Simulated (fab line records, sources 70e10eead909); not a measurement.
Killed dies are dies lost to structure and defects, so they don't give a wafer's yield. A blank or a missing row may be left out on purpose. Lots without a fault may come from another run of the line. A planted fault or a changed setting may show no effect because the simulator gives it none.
Which tool did it? | flow nand_harc | 6 lots, 18 wafers sampled, at 4 steps of a route of 1302

WHAT THE GAUGES READ, wafer by wafer
NHARC_END_SORT_01.
lot  | measured     | on        | killed_at_array
L850 | day 31 12:51 | prober-02 | 669 53 46

WHICH TOOL RAN EACH LOT (tool, then ch and the chambers of the sampled wafers, then the start)
lot  | NHARC_A_SGD_CUT_ETCH_15                       | NHARC_A_SGD_CUT_ETCH_16            | NHARC_A_SGD_CUT_CMP_21
L833 | rie_diel-07 ch 0,1,2, day 20 04:20 or earlier | rie_diel-07 ch 1,2, day 20 04:20   | cmp-01 ch 0,2,3, day 20 08:49
L834 | rie_diel-01 ch 0,2,3, day 20 14:31 or earlier | rie_diel-01 ch 2,3, day 20 14:31   | cmp-02 ch 1,2,3, day 20 19:20
L837 | rie_diel-11 ch 0,1,2, day 21 20:46 or earlier | rie_diel-11 ch 0,3, day 21 20:46   | cmp-01 ch 1,2, day 22 01:56
L841 | rie_diel-07 ch 0,3, day 23 20:55 or earlier   | rie_diel-07 ch 1,3, day 23 20:55   | cmp-01 ch 0,3, day 24 01:55
L850 | rie_diel-07 ch 0,2,3, day 26 07:08 or earlier | rie_diel-07 ch 0,1,2, day 26 07:08 | cmp-01 ch 0,2,3, day 26 12:44
L853 | rie_diel-01 ch 0,2,3, day 28 05:26 or earlier | rie_diel-01 ch 0,2,3, day 28 05:26 | cmp-01 ch 0,3, day 28 07:50
- NHARC_A_SGD_CUT_ETCH_15: etches the open film in CH3F/O2, target depth 75 nm, time 64.3 s.
- NHARC_A_SGD_CUT_ETCH_16: etches the open film in C4F8/O2/Ar, target depth 310.5 nm, time 155.2 s.
- NHARC_A_SGD_CUT_CMP_21: polishes, target thk 148.19 nm.

THE ANSWER, worked out from the rows above alone
Rule: what is usual is taken from the lots themselves. Put in order of their means at a reading, lots are off if they are a third of the lots or fewer, leave a main group of 4 or more, and stand apart from it by a gap of 3 or more times the standard deviation of the main group's means; of several such gaps the widest counts. A main group whose means are all the same, to the digits that the tables above print for the reading, isn't used. A lot without any number at a reading at which 4 lots or more have one is off too. The other lots that the step has rows for count as sound.
No lot is off at any reading shown: from this, nothing can be told.

WHAT THE SIMULATOR HAD PUT IN
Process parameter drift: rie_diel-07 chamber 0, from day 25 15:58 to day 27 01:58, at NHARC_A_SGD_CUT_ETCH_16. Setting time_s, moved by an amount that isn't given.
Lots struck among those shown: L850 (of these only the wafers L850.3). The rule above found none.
